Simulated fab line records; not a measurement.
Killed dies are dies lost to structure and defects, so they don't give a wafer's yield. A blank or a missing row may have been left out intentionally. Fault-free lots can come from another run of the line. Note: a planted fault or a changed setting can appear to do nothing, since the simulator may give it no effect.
Code-filled problem report in 8D (eight disciplines) form :: flow n5_finfet :: the parts of the form that need people (team, actions taken, sign-off) are left out

1. THE ISSUE
Mean of killed_at_M4_up at N5_PASSIVATION_PROBE_49: 143 across 3 wafers in 3 lots; on wafers with no fault it is 13 (standard deviation 5.3). Relative to the usual mean, that is a shift of +25 standard deviations.
First seen on wafer L459.3, day 16 11:20, on prober-02. The record holds 9 wafers of 3 lots with a number at this step. Rule for "out", or "out of limits": more than 4 standard deviations from the usual mean. Any other wafer with a number is counted as sound.

2. WHAT IT IS; WHAT IT IS NOT
question: which readings at this step
is: killed_at_M4_up, defect_limited_yield, killed_dies, sort_bin_5_function, sort_n_pass, sort_yield_pct
is not: killed_at_M0_to_M3, killed_at_contacts, killed_at_front_end, killed_at_other, killed_open, killed_short, sort_bin_6_memory

question: which lots
is: L459, L464, L465
is not: -

question: which wafers of those lots
is: L459.3, L464.3, L465.3
is not: L459.2, L459.6, L464.1, L464.6, L465.1, L465.2

question: read on which tools
is: prober-01, prober-02
is not: -

question: when
is: from day 16 11:20
is not: up to then (1 sound wafer); but 5 sound wafers of L459, L464, L465 came after

3. WHAT RULES OUT EACH SUSPECT
Counting: a tool at a process step up to the reading stays a suspect if it ran every lot that is out. Sound lots after the first of them don't rule it out here, since some wafers of a struck lot are sound.
- pvd_sputter-02 at N5_BEOL_M8_PRE_CLEAN_45 (time 30 s): kept. It ran every lot that is out, first L459 (day 13 14:15).
Left after counting: pvd_sputter-02 at N5_BEOL_M8_PRE_CLEAN_45.

4. THE CAUSE (what the simulator had put in)
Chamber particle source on pvd_sputter-02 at N5_BEOL_M8_PRE_CLEAN_45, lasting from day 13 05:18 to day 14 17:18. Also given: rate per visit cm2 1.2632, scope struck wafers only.
After counting, this tool was the only one left.

5. THE CHAIN OF EFFECTS, in route order
One row per reading whose mean, taken over the struck wafers that have a number, lies over 3 standard deviations from the usual. Only readings whose record carries a usual standard deviation are examined. hours: median over the lots of the time between each lot's start at the first step of this table that gives one and its start at this step. sigmas: the change, counted in usual standard deviations.
hours: 0
step: N5_PASSIVATION_PROBE_49
reading: defect_limited_yield
usual: 91.5 %
on struck wafers: 81.5
change: -10.0
sigmas: -7.2

hours: 0
step: N5_PASSIVATION_PROBE_49
reading: killed_at_M4_up
usual: 13
on struck wafers: 143
change: +130
sigmas: +25

hours: 0
step: N5_PASSIVATION_PROBE_49
reading: killed_dies
usual: 100
on struck wafers: 219
change: +119
sigmas: +7.0

hours: 0
step: N5_PASSIVATION_PROBE_49
reading: sort_bin_5_function
usual: 5.0 %
on struck wafers: 12.0
change: +7.0
sigmas: +7.6

hours: 0
step: N5_PASSIVATION_PROBE_49
reading: sort_n_pass
usual: 1080
on struck wafers: 961
change: -119
sigmas: -7.0

hours: 0
step: N5_PASSIVATION_PROBE_49
reading: sort_yield_pct
usual: 91.5 %
on struck wafers: 81.5
change: -10.0
sigmas: -7.2
Here are the process steps it includes:
- N5_PASSIVATION_PROBE_49

6. HOW IT WOULD HAVE BEEN CAUGHT EARLIER
The fault began at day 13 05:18; the first out-of-limits reading in this record came at day 16 11:20, 78 hours later.
No tool reading at N5_BEOL_M8_PRE_CLEAN_45 that has a usual standard deviation in the record was out on any struck wafer, so an alarm limit of 4 standard deviations on those readings would not have fired.
Lots out: 3; all had begun N5_BEOL_M8_PRE_CLEAN_45 on pvd_sputter-02 by day 16 11:20. A hold on the tool at that time would have spared none of them.
